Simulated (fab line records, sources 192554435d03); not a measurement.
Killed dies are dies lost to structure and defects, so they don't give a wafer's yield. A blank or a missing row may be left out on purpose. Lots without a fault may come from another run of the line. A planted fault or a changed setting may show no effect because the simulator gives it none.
Which tool did it? | flow n5_finfet | 24 lots, 72 wafers sampled, at 2 steps of a route of 1938

WHAT THE GAUGES READ, wafer by wafer
N5_BEOL_M12_OVL_MEAS_11.
lot  | measured     | on         | V11_OVL (nm)
L074 | day 11 17:26 | overlay-01 | 6 -2 -8
L075 | day 11 17:41 | overlay-01 | 2 -2 -1
L078 | day 13 18:01 | overlay-01 | 0 -4 6
L077 | day 13 23:59 | overlay-01 | -8 -14 -6
L080 | day 14 17:16 | overlay-01 | -2 4 1
L079 | day 14 18:11 | overlay-02 | 11 11 5
L081 | day 15 03:12 | overlay-01 | -2 2 -4
L082 | day 15 11:41 | overlay-02 | 7 3 5
L083 | day 15 20:41 | overlay-02 | -13 -10 -8
L085 | day 16 06:42 | overlay-02 | -10 4 1
L084 | day 16 09:01 | overlay-02 | -1 0 1
L087 | day 16 09:13 | overlay-01 | -6 -15 -5
L086 | day 16 11:12 | overlay-02 | -6 -8 -9
L089 | day 16 17:45 | overlay-02 | -8 -14 -10
L076 | day 16 18:24 | overlay-01 | 1 -6 -6
L090 | day 17 03:11 | overlay-01 | -10 -6 -15
L091 | day 17 19:28 | overlay-01 | -4 0 -6
L088 | day 17 22:29 | overlay-02 | -9 -8 -11
L092 | day 17 22:57 | overlay-01 | -4 0 -6
L095 | day 18 03:53 | overlay-01 | -10 -13 -8
L093 | day 18 05:34 | overlay-02 | 4 4 6
L096 | day 18 05:47 | overlay-02 | 5 5 0
L094 | day 18 07:28 | overlay-01 | -6 -4 -7
L097 | day 18 11:30 | overlay-01 | -6 -4 -5

WHICH TOOL RAN EACH LOT (tool, then ch and the chambers of the sampled wafers, then the start)
lot  | N5_BEOL_M12_ILD_DEP_00
L074 | pecvd-03 ch 0,1, day 11 16:59
L075 | pecvd-03 ch 0,2, day 11 17:13
L078 | pecvd-03 ch 0,2, day 13 17:21
L077 | pecvd-01 ch 0,1,2, day 13 23:26
L080 | pecvd-03 ch 0,1,2, day 14 16:41
L079 | pecvd-03 ch 0,1, day 14 17:44
L081 | pecvd-01 ch 0,2, day 15 02:44
L082 | pecvd-03 ch 0,1, day 15 11:13
L083 | pecvd-02 ch 0,1, day 15 20:05
L085 | pecvd-01 ch 0,1,2, day 16 06:14
L084 | pecvd-01 ch 0,2, day 16 08:25
L087 | pecvd-03 ch 0,1,2, day 16 08:38
L086 | pecvd-02 ch 0,1,2, day 16 10:44
L089 | pecvd-01 ch 0,1,2, day 16 17:17
L076 | pecvd-01 ch 0,2, day 16 17:56
L090 | pecvd-01 ch 0,1,2, day 17 02:43
L091 | pecvd-03 ch 0,1,2, day 17 18:53
L088 | pecvd-01 ch 0,1, day 17 21:53
L092 | pecvd-02 ch 0,2, day 17 22:26
L095 | pecvd-03 ch 0,1, day 18 03:25
L093 | pecvd-02 ch 0,1,2, day 18 04:59
L096 | pecvd-02 ch 1,2, day 18 05:20
L094 | pecvd-03 ch 0,1, day 18 06:53
L097 | pecvd-01 ch 0,1,2, day 18 11:02
- N5_BEOL_M12_ILD_DEP_00: deposits SiOC from DEMS/O2, target thk 658.92 nm, time 130.7 s.

WHAT THE TOOLS THEMSELVES READ (means of the sampled wafers that have a number; where no wafer has one, the mark that the record gives instead)
N5_BEOL_M12_ILD_DEP_00.
lot  | tool     | heater_power_w (W) | showerhead_plenum_p_Torr (Torr) | throttle_valve_pct (%)
L074 | pecvd-03 | 502                | 5.702                           | 12.0
L075 | pecvd-03 | 509                | 5.687                           | 11.9
L078 | pecvd-03 | 471                | 5.698                           | 11.6
L077 | pecvd-01 | 492                | 5.689                           | 11.5
L080 | pecvd-03 | 473                | 5.696                           | 11.8
L079 | pecvd-03 | 465                | 5.690                           | 12.0
L081 | pecvd-01 | 443                | 5.693                           | 12.0
L082 | pecvd-03 | 473                | 5.681                           | 12.3
L083 | pecvd-02 | 457                | 5.685                           | 12.4
L085 | pecvd-01 | 512                | 5.693                           | 11.5
L084 | pecvd-01 | 451                | 5.687                           | 11.9
L087 | pecvd-03 | 464                | 5.700                           | 11.8
L086 | pecvd-02 | 519                | 5.695                           | 12.2
L089 | pecvd-01 | 472                | 5.683                           | 11.6
L076 | pecvd-01 | 488                | 5.686                           | 11.9
L090 | pecvd-01 | 516                | 5.694                           | 11.5
L091 | pecvd-03 | 500                | 5.703                           | 12.0
L088 | pecvd-01 | 519                | 5.679                           | 11.5
L092 | pecvd-02 | 501                | 5.688                           | 11.8
L095 | pecvd-03 | 472                | 5.692                           | 12.2
L093 | pecvd-02 | 504                | 5.699                           | 11.6
L096 | pecvd-02 | 511                | 5.717                           | 11.5
L094 | pecvd-03 | 486                | 5.693                           | 12.0
L097 | pecvd-01 | 517                | 5.682                           | 11.5

THE ANSWER, worked out from the rows above alone
Rule: what is usual is taken from the lots themselves. Put in order of their means at a reading, lots are off if they are a third of the lots or fewer, leave a main group of 4 or more, and stand apart from it by a gap of 3 or more times the standard deviation of the main group's means; of several such gaps the widest counts. A main group whose means are all the same, to the digits that the tables above print for the reading, isn't used. A lot without any number at a reading at which 4 lots or more have one is off too. The other lots that the step has rows for count as sound. The gauges are gone through in route order, then the tools' own readings, and for those a lot's mean is taken as printed above. The first step at which some lot is off is used, and at that step the reading that is off furthest; a lot without a number counts as furthest.
No lot is off at any reading shown: from this, nothing can be told.

WHAT THE SIMULATOR HAD PUT IN
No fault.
